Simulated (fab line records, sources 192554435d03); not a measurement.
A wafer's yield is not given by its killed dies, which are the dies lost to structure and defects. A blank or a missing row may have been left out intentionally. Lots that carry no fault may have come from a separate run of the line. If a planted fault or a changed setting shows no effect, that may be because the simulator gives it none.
Which tool was responsible? || flow n5_finfet || 10 lots, 28 wafers sampled, at 5 steps of a route of 1938

## WHAT EACH GAUGE READ, for each wafer
N5_BEOL_M13_INSPECT_55: inspects for defects (darkfield). Usual: raw_defect_count 74, standard deviation 23.
{"lot": "L947", "measured": "day 11 12:38", "on": "defect_inspect-02", "raw_defect_count": "116 37 72", "flag": ""}
{"lot": "L951", "measured": "day 12 18:14", "on": "defect_inspect-01", "raw_defect_count": "41 52 50", "flag": ""}
{"lot": "L953", "measured": "day 13 17:11", "on": "defect_inspect-02", "raw_defect_count": "77 105 66", "flag": ""}
{"lot": "L952", "measured": "day 13 17:54", "on": "defect_inspect-02", "raw_defect_count": "38 45 86", "flag": ""}
{"lot": "L959", "measured": "day 14 21:40", "on": "defect_inspect-01", "raw_defect_count": "99 81", "flag": ""}
{"lot": "L957", "measured": "day 14 22:52", "on": "defect_inspect-01", "raw_defect_count": "52 72", "flag": ""}
{"lot": "L962", "measured": "day 15 18:33", "on": "defect_inspect-01", "raw_defect_count": "67 54 59", "flag": ""}
{"lot": "L961", "measured": "day 15 21:29", "on": "defect_inspect-01", "raw_defect_count": "74 71 61", "flag": ""}
{"lot": "L966", "measured": "day 17 05:58", "on": "defect_inspect-02", "raw_defect_count": "50 61 78", "flag": ""}
{"lot": "L967", "measured": "day 17 20:52", "on": "defect_inspect-02", "raw_defect_count": "85 75 54", "flag": ""}

N5_BEOL_M14_THK_MEAS_01. Usual: for M14_ILD_THK the level is 1109 nm and the standard deviation is 14.
{"lot": "L947", "measured": "day 11 12:56", "on": "film_metro-01", "M14_ILD_THK (nm)": "1100 1111 1119", "flag": ""}
{"lot": "L951", "measured": "day 12 18:28", "on": "film_metro-01", "M14_ILD_THK (nm)": "1094 1123 1097", "flag": ""}
{"lot": "L953", "measured": "day 13 17:25", "on": "film_metro-02", "M14_ILD_THK (nm)": "1097 1095 1125", "flag": ""}
{"lot": "L952", "measured": "day 13 18:07", "on": "film_metro-02", "M14_ILD_THK (nm)": "1106 1118 1127", "flag": ""}
{"lot": "L959", "measured": "day 14 21:53", "on": "film_metro-01", "M14_ILD_THK (nm)": "1114 991", "flag": "OFF"}
{"lot": "L957", "measured": "day 14 23:06", "on": "film_metro-02", "M14_ILD_THK (nm)": "1081 991", "flag": "OFF"}
{"lot": "L962", "measured": "day 15 18:47", "on": "film_metro-02", "M14_ILD_THK (nm)": "1089 1125 1130", "flag": ""}
{"lot": "L961", "measured": "day 15 21:43", "on": "film_metro-01", "M14_ILD_THK (nm)": "1080 1074 977", "flag": "OFF"}
{"lot": "L966", "measured": "day 17 06:12", "on": "film_metro-02", "M14_ILD_THK (nm)": "1094 1118 1115", "flag": ""}
{"lot": "L967", "measured": "day 17 21:05", "on": "film_metro-01", "M14_ILD_THK (nm)": "1110 1108 1105", "flag": ""}

## WHICH TOOL RAN EACH LOT (tool, then ch and the chambers of the sampled wafers, then the start)
{"lot": "L947", "N5_BEOL_M13_ETCH_68": "rie_diel-03 ch 1,2,3, day 11 07:25", "N5_BEOL_M13_SPUTTER_44": "pvd_sputter-01, day 11 10:57", "N5_BEOL_M14_ILD_DEP_00": "pecvd-01 ch 0,2, day 11 12:40"}
{"lot": "L951", "N5_BEOL_M13_ETCH_68": "rie_diel-03 ch 0,1,2, day 12 15:04", "N5_BEOL_M13_SPUTTER_44": "pvd_sputter-03, day 12 17:08", "N5_BEOL_M14_ILD_DEP_00": "pecvd-04 ch 0,2, day 12 18:17"}
{"lot": "L953", "N5_BEOL_M13_ETCH_68": "rie_diel-06 ch 0,1,2, day 13 13:10", "N5_BEOL_M13_SPUTTER_44": "pvd_sputter-01, day 13 15:43", "N5_BEOL_M14_ILD_DEP_00": "pecvd-03 ch 0,1, day 13 17:13"}
{"lot": "L952", "N5_BEOL_M13_ETCH_68": "rie_diel-03 ch 0,1, day 13 13:28", "N5_BEOL_M13_SPUTTER_44": "pvd_sputter-01, day 13 16:14", "N5_BEOL_M14_ILD_DEP_00": "pecvd-01 ch 0,2, day 13 17:56"}
{"lot": "L959", "N5_BEOL_M13_ETCH_68": "rie_diel-06 ch 0,2, day 14 17:29", "N5_BEOL_M13_SPUTTER_44": "pvd_sputter-03, day 14 20:33", "N5_BEOL_M14_ILD_DEP_00": "pecvd-01 ch 2, day 14 21:42"}
{"lot": "L957", "N5_BEOL_M13_ETCH_68": "rie_diel-03 ch 0,1, day 14 18:10", "N5_BEOL_M13_SPUTTER_44": "pvd_sputter-02, day 14 21:46", "N5_BEOL_M14_ILD_DEP_00": "pecvd-01 ch 1,2, day 14 22:55"}
{"lot": "L962", "N5_BEOL_M13_ETCH_68": "rie_diel-01 ch 1,2, day 15 16:31", "N5_BEOL_M13_SPUTTER_44": "pvd_sputter-02, day 15 17:26", "N5_BEOL_M14_ILD_DEP_00": "pecvd-04 ch 0,1,2, day 15 18:35"}
{"lot": "L961", "N5_BEOL_M13_ETCH_68": "rie_diel-03 ch 1,3, day 15 16:50", "N5_BEOL_M13_SPUTTER_44": "pvd_sputter-02, day 15 20:23", "N5_BEOL_M14_ILD_DEP_00": "pecvd-01 ch 0,1, day 15 21:32"}
{"lot": "L966", "N5_BEOL_M13_ETCH_68": "rie_diel-03 ch 0,1, day 16 21:29", "N5_BEOL_M13_SPUTTER_44": "pvd_sputter-01, day 17 04:51", "N5_BEOL_M14_ILD_DEP_00": "pecvd-04 ch 1,2, day 17 06:01"}
{"lot": "L967", "N5_BEOL_M13_ETCH_68": "rie_diel-06 ch 0,1,3, day 17 17:10", "N5_BEOL_M13_SPUTTER_44": "pvd_sputter-01, day 17 19:42", "N5_BEOL_M14_ILD_DEP_00": "pecvd-03 ch 1,2, day 17 20:54"}
- N5_BEOL_M13_ETCH_68: etches SOC in N2/H2, time 355 s.
- N5_BEOL_M13_SPUTTER_44: material Ta, target thk 10 nm, time 16.13 s.
- N5_BEOL_M14_ILD_DEP_00: deposits SiO2 from TEOS/O2, target thk 1119.3 nm, time 237.4 s.

## AS READ BY THE TOOLS THEMSELVES (means over the sampled wafers that have a number; for cases with no such wafer, the mark the record gives instead)
N5_BEOL_M13_ETCH_68. Usual: drypump_motor_current_A 5.8 A, standard deviation 0.59; h2_flow_sccm 199.8 sccm, standard deviation 0.54; oes_product_au 0.82 a.u., standard deviation 0.089; rf_vpp_V 523.8 V, standard deviation 2.2; showerhead_plenum_p_Torr 2.54 Torr, standard deviation 0.077; throttle_valve_pct 17.66 %, standard deviation 0.19.
{"lot": "L947", "tool": "rie_diel-03", "drypump_motor_current_A (A)": 5.9, "h2_flow_sccm (sccm)": 199.1, "oes_product_au (a.u.)": 0.85, "rf_vpp_V (V)": 524.5, "showerhead_plenum_p_Torr (Torr)": 2.57, "throttle_valve_pct (%)": 17.70, "flag": ""}
{"lot": "L951", "tool": "rie_diel-03", "drypump_motor_current_A (A)": 6.3, "h2_flow_sccm (sccm)": 199.7, "oes_product_au (a.u.)": 0.91, "rf_vpp_V (V)": 524.0, "showerhead_plenum_p_Torr (Torr)": 2.56, "throttle_valve_pct (%)": 17.55, "flag": ""}
{"lot": "L953", "tool": "rie_diel-06", "drypump_motor_current_A (A)": 5.4, "h2_flow_sccm (sccm)": 199.9, "oes_product_au (a.u.)": 0.76, "rf_vpp_V (V)": 521.4, "showerhead_plenum_p_Torr (Torr)": 2.46, "throttle_valve_pct (%)": 17.68, "flag": ""}
{"lot": "L952", "tool": "rie_diel-03", "drypump_motor_current_A (A)": 6.2, "h2_flow_sccm (sccm)": 199.8, "oes_product_au (a.u.)": 0.89, "rf_vpp_V (V)": 524.8, "showerhead_plenum_p_Torr (Torr)": 2.60, "throttle_valve_pct (%)": 17.58, "flag": ""}
{"lot": "L959", "tool": "rie_diel-06", "drypump_motor_current_A (A)": 5.6, "h2_flow_sccm (sccm)": 199.9, "oes_product_au (a.u.)": 0.78, "rf_vpp_V (V)": 520.8, "showerhead_plenum_p_Torr (Torr)": 2.43, "throttle_valve_pct (%)": 17.69, "flag": ""}
{"lot": "L957", "tool": "rie_diel-03", "drypump_motor_current_A (A)": 6.1, "h2_flow_sccm (sccm)": 200.9, "oes_product_au (a.u.)": 0.87, "rf_vpp_V (V)": 525.4, "showerhead_plenum_p_Torr (Torr)": 2.59, "throttle_valve_pct (%)": 17.61, "flag": ""}
{"lot": "L962", "tool": "rie_diel-01", "drypump_motor_current_A (A)": 5.3, "h2_flow_sccm (sccm)": 199.5, "oes_product_au (a.u.)": 0.70, "rf_vpp_V (V)": 525.2, "showerhead_plenum_p_Torr (Torr)": 2.58, "throttle_valve_pct (%)": 17.82, "flag": ""}
{"lot": "L961", "tool": "rie_diel-03", "drypump_motor_current_A (A)": 5.6, "h2_flow_sccm (sccm)": 200.2, "oes_product_au (a.u.)": 0.88, "rf_vpp_V (V)": 525.6, "showerhead_plenum_p_Torr (Torr)": 2.59, "throttle_valve_pct (%)": 17.67, "flag": ""}
{"lot": "L966", "tool": "rie_diel-03", "drypump_motor_current_A (A)": 6.0, "h2_flow_sccm (sccm)": 200.3, "oes_product_au (a.u.)": 0.86, "rf_vpp_V (V)": 525.0, "showerhead_plenum_p_Torr (Torr)": 2.59, "throttle_valve_pct (%)": 17.65, "flag": ""}
{"lot": "L967", "tool": "rie_diel-06", "drypump_motor_current_A (A)": 5.7, "h2_flow_sccm (sccm)": 199.6, "oes_product_au (a.u.)": 0.79, "rf_vpp_V (V)": 523.2, "showerhead_plenum_p_Torr (Torr)": 2.50, "throttle_valve_pct (%)": 17.67, "flag": ""}

N5_BEOL_M13_SPUTTER_44. Usual: bias_v 80.2 V, standard deviation 0.83; susceptor_temp_C 50.01 C, standard deviation 0.11; throttle_valve_pct 30.1 %, standard deviation 0.74.
{"lot": "L947", "tool": "pvd_sputter-01", "bias_v (V)": 81.1, "susceptor_temp_C (C)": 50.00, "throttle_valve_pct (%)": 30.2, "flag": ""}
{"lot": "L951", "tool": "pvd_sputter-03", "bias_v (V)": 79.9, "susceptor_temp_C (C)": 49.93, "throttle_valve_pct (%)": 29.5, "flag": ""}
{"lot": "L953", "tool": "pvd_sputter-01", "bias_v (V)": 79.5, "susceptor_temp_C (C)": 50.01, "throttle_valve_pct (%)": 30.3, "flag": ""}
{"lot": "L952", "tool": "pvd_sputter-01", "bias_v (V)": 80.0, "susceptor_temp_C (C)": 50.11, "throttle_valve_pct (%)": 30.3, "flag": ""}
{"lot": "L959", "tool": "pvd_sputter-03", "bias_v (V)": 80.9, "susceptor_temp_C (C)": 49.97, "throttle_valve_pct (%)": 30.8, "flag": ""}
{"lot": "L957", "tool": "pvd_sputter-02", "bias_v (V)": 80.2, "susceptor_temp_C (C)": 50.16, "throttle_valve_pct (%)": 31.0, "flag": ""}
{"lot": "L962", "tool": "pvd_sputter-02", "bias_v (V)": 80.4, "susceptor_temp_C (C)": 50.01, "throttle_valve_pct (%)": 30.4, "flag": ""}
{"lot": "L961", "tool": "pvd_sputter-02", "bias_v (V)": 79.7, "susceptor_temp_C (C)": 50.05, "throttle_valve_pct (%)": 30.4, "flag": ""}
{"lot": "L966", "tool": "pvd_sputter-01", "bias_v (V)": 79.6, "susceptor_temp_C (C)": 50.00, "throttle_valve_pct (%)": 30.9, "flag": ""}
{"lot": "L967", "tool": "pvd_sputter-01", "bias_v (V)": 79.6, "susceptor_temp_C (C)": 49.94, "throttle_valve_pct (%)": 30.3, "flag": ""}

N5_BEOL_M14_ILD_DEP_00. Usual: heater_power_w 530 W, standard deviation 83; run_length_s 280.6 s, standard deviation 0.57; showerhead_plenum_p_Torr 8.333 Torr, standard deviation 0.03; showerhead_vpp_V 1825 V, standard deviation 79; susceptor_temp_C 400.01 C, standard deviation 0.25; throttle_valve_pct 18.5 %, standard deviation 0.84.
{"lot": "L947", "tool": "pecvd-01", "heater_power_w (W)": 586, "run_length_s (s)": 281.1, "showerhead_plenum_p_Torr (Torr)": 8.334, "showerhead_vpp_V (V)": 1841, "susceptor_temp_C (C)": 399.84, "throttle_valve_pct (%)": 19.0, "flag": ""}
{"lot": "L951", "tool": "pecvd-04", "heater_power_w (W)": 546, "run_length_s (s)": 280.6, "showerhead_plenum_p_Torr (Torr)": 8.356, "showerhead_vpp_V (V)": 1873, "susceptor_temp_C (C)": 399.95, "throttle_valve_pct (%)": 18.9, "flag": ""}
{"lot": "L953", "tool": "pecvd-03", "heater_power_w (W)": 604, "run_length_s (s)": 279.9, "showerhead_plenum_p_Torr (Torr)": 8.311, "showerhead_vpp_V (V)": 1760, "susceptor_temp_C (C)": 399.61, "throttle_valve_pct (%)": 18.6, "flag": ""}
{"lot": "L952", "tool": "pecvd-01", "heater_power_w (W)": 600, "run_length_s (s)": 280.8, "showerhead_plenum_p_Torr (Torr)": 8.329, "showerhead_vpp_V (V)": 1844, "susceptor_temp_C (C)": 400.06, "throttle_valve_pct (%)": 18.8, "flag": ""}
{"lot": "L959", "tool": "pecvd-01", "heater_power_w (W)": 607, "run_length_s (s)": 266.9, "showerhead_plenum_p_Torr (Torr)": 8.316, "showerhead_vpp_V (V)": 1850, "susceptor_temp_C (C)": 400.11, "throttle_valve_pct (%)": 19.1, "flag": "OFF"}
{"lot": "L957", "tool": "pecvd-01", "heater_power_w (W)": 557, "run_length_s (s)": 267.4, "showerhead_plenum_p_Torr (Torr)": 8.343, "showerhead_vpp_V (V)": 1841, "susceptor_temp_C (C)": 400.20, "throttle_valve_pct (%)": 18.2, "flag": "OFF"}
{"lot": "L962", "tool": "pecvd-04", "heater_power_w (W)": 429, "run_length_s (s)": 280.9, "showerhead_plenum_p_Torr (Torr)": 8.329, "showerhead_vpp_V (V)": 1898, "susceptor_temp_C (C)": 400.05, "throttle_valve_pct (%)": 18.6, "flag": ""}
{"lot": "L961", "tool": "pecvd-01", "heater_power_w (W)": 483, "run_length_s (s)": 271.5, "showerhead_plenum_p_Torr (Torr)": 8.356, "showerhead_vpp_V (V)": 1807, "susceptor_temp_C (C)": 400.12, "throttle_valve_pct (%)": 18.2, "flag": "OFF"}
{"lot": "L966", "tool": "pecvd-04", "heater_power_w (W)": 430, "run_length_s (s)": 280.6, "showerhead_plenum_p_Torr (Torr)": 8.342, "showerhead_vpp_V (V)": 1875, "susceptor_temp_C (C)": 400.04, "throttle_valve_pct (%)": 17.7, "flag": ""}
{"lot": "L967", "tool": "pecvd-03", "heater_power_w (W)": 545, "run_length_s (s)": 280.3, "showerhead_plenum_p_Torr (Torr)": 8.331, "showerhead_vpp_V (V)": 1711, "susceptor_temp_C (C)": 399.84, "throttle_valve_pct (%)": 18.2, "flag": ""}

## THE ANSWER, worked out from the rows above alone
Rule: a lot is off if the mean of its wafers that have a number lies more than 3 standard deviations from the usual mean. Also off: a lot with no number at a reading for which 4 or more lots have one. Where the step has rows for the other lots, those lots are counted as sound. First the gauges in route order, then the tools' own readings, where a lot's mean is used as printed above. At the first step where some lot is off, the reading lying furthest off is the one used; lots without a number count as furthest.
Off: L959, L957, L961, at N5_BEOL_M14_THK_MEAS_01 (M14_ILD_THK).
A tool fits if, at a process step before that reading, it ran every lot that is off, and no sound lot after the first of them. Not tried: the gauges at N5_BEOL_M14_THK_MEAS_01; whatever is off there is also off at N5_BEOL_M14_ILD_DEP_00, on other tools, and gauge error can't account for it. One fits: N5_BEOL_M14_ILD_DEP_00 on pecvd-01. Its last sound lot is L952 (day 13 17:56), its first lot that is off L959 (day 14 21:42): a fault that began between those two fits.
The tool's own readings at N5_BEOL_M14_ILD_DEP_00 bear it out: on the lots that are off they differ by more than 5 times the standard deviation of the sound lots' means. run_length_s reads 268.6 s there against 280.6 s on the sound lots.

## WHAT THE SIMULATOR PUT IN
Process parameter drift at N5_BEOL_M14_ILD_DEP_00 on pecvd-01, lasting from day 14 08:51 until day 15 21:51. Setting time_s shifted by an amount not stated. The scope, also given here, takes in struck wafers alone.
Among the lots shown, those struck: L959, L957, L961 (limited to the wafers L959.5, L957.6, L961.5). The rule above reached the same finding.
